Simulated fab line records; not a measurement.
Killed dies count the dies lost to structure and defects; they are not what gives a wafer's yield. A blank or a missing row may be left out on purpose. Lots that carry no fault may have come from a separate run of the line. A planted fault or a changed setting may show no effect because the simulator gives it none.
Chamber matching || flow nand-harc || 4 sister chambers for NHARC_A_CHANNEL_FILL_D2_ALD_02 on ald-hk-03
The step deposits SiO2, target thk 6 nm, pulse time 10 s, ald cycles 60. 8 wafers are shown with their chamber, then 7 later ones without.

EACH WAFER AND ITS CHAMBER
{"wafer": "L380.4", "chamber": 2, "heater-power-w (W)": 459, "susceptor-temp-C (C)": 299.95}
{"wafer": "L385.3", "chamber": 3, "heater-power-w (W)": 523, "susceptor-temp-C (C)": 299.73}
{"wafer": "L385.5", "chamber": 1, "heater-power-w (W)": 477, "susceptor-temp-C (C)": 300.27}
{"wafer": "L386.3", "chamber": 0, "heater-power-w (W)": 481, "susceptor-temp-C (C)": 299.64}
{"wafer": "L386.4", "chamber": 2, "heater-power-w (W)": 447, "susceptor-temp-C (C)": 300.07}
{"wafer": "L386.5", "chamber": 0, "heater-power-w (W)": 475, "susceptor-temp-C (C)": 299.96}
{"wafer": "L392.1", "chamber": 3, "heater-power-w (W)": 522, "susceptor-temp-C (C)": 299.95}
{"wafer": "L392.2", "chamber": 1, "heater-power-w (W)": 482, "susceptor-temp-C (C)": 299.85}

WAFERS WHOSE CHAMBER IS MISSING
{"wafer": "L392.3", "heater-power-w (W)": 451, "susceptor-temp-C (C)": 299.78}
{"wafer": "L393.4", "heater-power-w (W)": 497, "susceptor-temp-C (C)": 299.70}
{"wafer": "L393.5", "heater-power-w (W)": 482, "susceptor-temp-C (C)": 299.82}
{"wafer": "L393.6", "heater-power-w (W)": 438, "susceptor-temp-C (C)": 299.83}
{"wafer": "L396.4", "heater-power-w (W)": 486, "susceptor-temp-C (C)": 299.99}
{"wafer": "L396.5", "heater-power-w (W)": 491, "susceptor-temp-C (C)": 299.87}
{"wafer": "L396.6", "heater-power-w (W)": 446, "susceptor-temp-C (C)": 299.85}

WHICH CHAMBER EACH WENT THROUGH
{"wafer": "L392.3", "from the rows above": 2, "in truth": 2}
{"wafer": "L393.4", "from the rows above": "can't be placed: 0 or 1 or 3", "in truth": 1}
{"wafer": "L393.5", "from the rows above": "can't be placed: 0 or 1", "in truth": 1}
{"wafer": "L393.6", "from the rows above": 2, "in truth": 2}
{"wafer": "L396.4", "from the rows above": "can't be placed: 1 or 0", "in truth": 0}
{"wafer": "L396.5", "from the rows above": "can't be placed: 1 or 0", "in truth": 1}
{"wafer": "L396.6", "from the rows above": 2, "in truth": 2}
Correct placement for 3 of the 7. Not placeable from these rows: 4 (in 4, the candidates include the true chamber). Wrongly placed: 0.
How it was worked out, from the rows above alone: a wafer's distance from a chamber is the root of the sum, over the readings, of the square of ((its reading less the chamber's mean) divided by the reading's scatter). The wafer belongs to the nearest chamber; if the next one is less than 2 further off, it can't be placed. A chamber's mean is the mean of its shown wafers. How the scatter is found: for the shown wafers, subtract from each reading the mean of its chamber, square and add these, divide the total by (wafers less chambers), then take the root.
